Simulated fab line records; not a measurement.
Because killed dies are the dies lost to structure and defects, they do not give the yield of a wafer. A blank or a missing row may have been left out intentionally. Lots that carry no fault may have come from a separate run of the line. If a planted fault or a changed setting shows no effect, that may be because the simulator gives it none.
Tool commonality check || flow nand-harc || 15 wafers sampled across 5 lots

## WHY IT WAS OPENED
Flagged at NHARC_END_SORT_01: reading killed-at-periphery, on 1 of 5 lots. No-fault wafers: 3.8, standard deviation 2.4.
Rule: a lot gets a flag if all its wafers with a number sit over 4 standard deviations from that mean, or if no wafer of it has a number. The other lots count as sound.

{"lot": "L865", "measured": "day 25 14:38", "on": "prober-01", "killed-at-periphery, wafer by wafer": "4 5 5", "flag": ""}
{"lot": "L872", "measured": "day 29 05:02", "on": "prober-02", "killed-at-periphery, wafer by wafer": "629 620 601", "flag": "FLAGGED"}
{"lot": "L874", "measured": "day 29 20:18", "on": "prober-02", "killed-at-periphery, wafer by wafer": "9 5 5", "flag": ""}
{"lot": "L881", "measured": "day 33 15:43", "on": "prober-02", "killed-at-periphery, wafer by wafer": "1 1 3", "flag": ""}
{"lot": "L883", "measured": "day 33 23:29", "on": "prober-01", "killed-at-periphery, wafer by wafer": "3 6 2", "flag": ""}
On average the flagged lots read 616.7, which is +612.9 against the usual, or +99 or more standard deviations.

## WHICH TOOL EACH LOT WENT THROUGH
Before the reading, the record contains 4 process steps out of a 1302-step route. In each cell: the tool, then ch and the chambers that the sampled wafers went through, then the start.
{"lot": "L865", "flag": "", "NHARC_P_STI_DESCUM_14": "rie-diel-05 ch 1,3, day 4 01:55", "NHARC_P_STI_ETCH_15": "rie-si-03 ch 1,2,3, day 4 02:11", "NHARC_P_GATE_EXPOSE_88": "krf-scanner-03 ch 0, day 7 01:44", "NHARC_P_CONTACT_PVD_32": "pvd-sputter-03, day 25 14:38 or earlier"}
{"lot": "L872", "flag": "FLAGGED", "NHARC_P_STI_DESCUM_14": "rie-diel-08 ch 2,3, day 6 23:11", "NHARC_P_STI_ETCH_15": "rie-si-03 ch 0,1,2, day 6 23:28", "NHARC_P_GATE_EXPOSE_88": "krf-scanner-03 ch 0, day 9 16:56", "NHARC_P_CONTACT_PVD_32": "no row"}
{"lot": "L874", "flag": "", "NHARC_P_STI_DESCUM_14": "rie-diel-08 ch 1,2, day 7 23:55", "NHARC_P_STI_ETCH_15": "rie-si-03 ch 0,3, day 8 00:11", "NHARC_P_GATE_EXPOSE_88": "krf-scanner-04 ch 0, day 10 20:21", "NHARC_P_CONTACT_PVD_32": "pvd-sputter-03, day 29 20:18 or earlier"}
{"lot": "L881", "flag": "", "NHARC_P_STI_DESCUM_14": "rie-diel-08 ch 0,1,3, day 10 18:43", "NHARC_P_STI_ETCH_15": "rie-si-02 ch 0,1, day 10 18:59", "NHARC_P_GATE_EXPOSE_88": "krf-scanner-03 ch 0, day 13 18:35", "NHARC_P_CONTACT_PVD_32": "pvd-sputter-02, day 33 15:43 or earlier"}
{"lot": "L883", "flag": "", "NHARC_P_STI_DESCUM_14": "rie-diel-05 ch 0,2,3, day 11 14:40", "NHARC_P_STI_ETCH_15": "rie-si-04 ch 1,2, day 11 14:56", "NHARC_P_GATE_EXPOSE_88": "krf-scanner-03 ch 0, day 14 07:28", "NHARC_P_CONTACT_PVD_32": "pvd-sputter-01, day 33 23:29 or earlier"}
What these steps do:
- NHARC_P_STI_DESCUM_14: chemistry O2, time 3 s.
- NHARC_P_STI_ETCH_15: etches the open film in HBr/Cl2, target depth 300 nm, time 100.1 s.
- NHARC_P_GATE_EXPOSE_88: exposes mask P HVN, target cd 2000 nm.
- NHARC_P_CONTACT_PVD_32: deposits Ti, target thk 5 nm, time 17.7 s.
- NHARC_END_SORT_01

## FLAGGED OVER TOTAL, TOOL BY TOOL (the gauges that took the reading come last)
{"step": "NHARC_P_STI_DESCUM_14", "tool": "rie-diel-05", "lots run": 2, "flagged": 0, "share of the flagged lots": "none", "sound lots run after its first flagged lot": "-"}
{"step": "NHARC_P_STI_DESCUM_14", "tool": "rie-diel-08", "lots run": 3, "flagged": 1, "share of the flagged lots": "all", "sound lots run after its first flagged lot": "2 (L874,L881)"}
{"step": "NHARC_P_STI_ETCH_15", "tool": "rie-si-02", "lots run": 1, "flagged": 0, "share of the flagged lots": "none", "sound lots run after its first flagged lot": "-"}
{"step": "NHARC_P_STI_ETCH_15", "tool": "rie-si-03", "lots run": 3, "flagged": 1, "share of the flagged lots": "all", "sound lots run after its first flagged lot": "1 (L874)"}
{"step": "NHARC_P_STI_ETCH_15", "tool": "rie-si-04", "lots run": 1, "flagged": 0, "share of the flagged lots": "none", "sound lots run after its first flagged lot": "-"}
{"step": "NHARC_P_GATE_EXPOSE_88", "tool": "krf-scanner-03", "lots run": 4, "flagged": 1, "share of the flagged lots": "all", "sound lots run after its first flagged lot": "2 (L881,L883)"}
{"step": "NHARC_P_GATE_EXPOSE_88", "tool": "krf-scanner-04", "lots run": 1, "flagged": 0, "share of the flagged lots": "none", "sound lots run after its first flagged lot": "-"}
{"step": "NHARC_P_CONTACT_PVD_32", "tool": "pvd-sputter-01", "lots run": 1, "flagged": 0, "share of the flagged lots": "none", "sound lots run after its first flagged lot": "-"}
{"step": "NHARC_P_CONTACT_PVD_32", "tool": "pvd-sputter-02", "lots run": 1, "flagged": 0, "share of the flagged lots": "none", "sound lots run after its first flagged lot": "-"}
{"step": "NHARC_P_CONTACT_PVD_32", "tool": "pvd-sputter-03", "lots run": 2, "flagged": 0, "share of the flagged lots": "none", "sound lots run after its first flagged lot": "-"}
{"step": "NHARC_END_SORT_01", "tool": "prober-01", "lots run": 2, "flagged": 0, "share of the flagged lots": "none", "sound lots run after its first flagged lot": "-"}
{"step": "NHARC_END_SORT_01", "tool": "prober-02", "lots run": 3, "flagged": 1, "share of the flagged lots": "all", "sound lots run after its first flagged lot": "2 (L874,L881)"}
NHARC_P_CONTACT_PVD_32 gives no start for some lots, so the hours and the order of its lots are those of NHARC_END_SORT_01.

## WHAT THE TABLE PERMITS
4 rows of the table ran every flagged lot: rie-diel-08 at NHARC_P_STI_DESCUM_14, rie-si-03 at NHARC_P_STI_ETCH_15, krf-scanner-03 at NHARC_P_GATE_EXPOSE_88, prober-02 at NHARC_END_SORT_01.
- rie-diel-08 at NHARC_P_STI_DESCUM_14 ran 3 lots, 1 of them flagged. Sound lots ran on it after the first flagged one (L874, L881), which a lasting fault on the whole tool wouldn't allow.
- rie-si-03 at NHARC_P_STI_ETCH_15 ran 3 lots, 1 of them flagged. Sound lots ran on it after the first flagged one (L874), which a lasting fault on the whole tool wouldn't allow.
- krf-scanner-03 at NHARC_P_GATE_EXPOSE_88 ran 4 lots, 1 of them flagged. Sound lots ran on it after the first flagged one (L881, L883), which a lasting fault on the whole tool wouldn't allow.
- prober-02 at NHARC_END_SORT_01 ran 3 lots, 1 of them flagged. Sound lots ran on it after the first flagged one (L874, L881), which a lasting fault on the whole tool wouldn't allow.
Not one row of the table ran every flagged lot while running no sound lot after the first.

## WHAT HAD BEEN PUT IN BY THE SIMULATOR
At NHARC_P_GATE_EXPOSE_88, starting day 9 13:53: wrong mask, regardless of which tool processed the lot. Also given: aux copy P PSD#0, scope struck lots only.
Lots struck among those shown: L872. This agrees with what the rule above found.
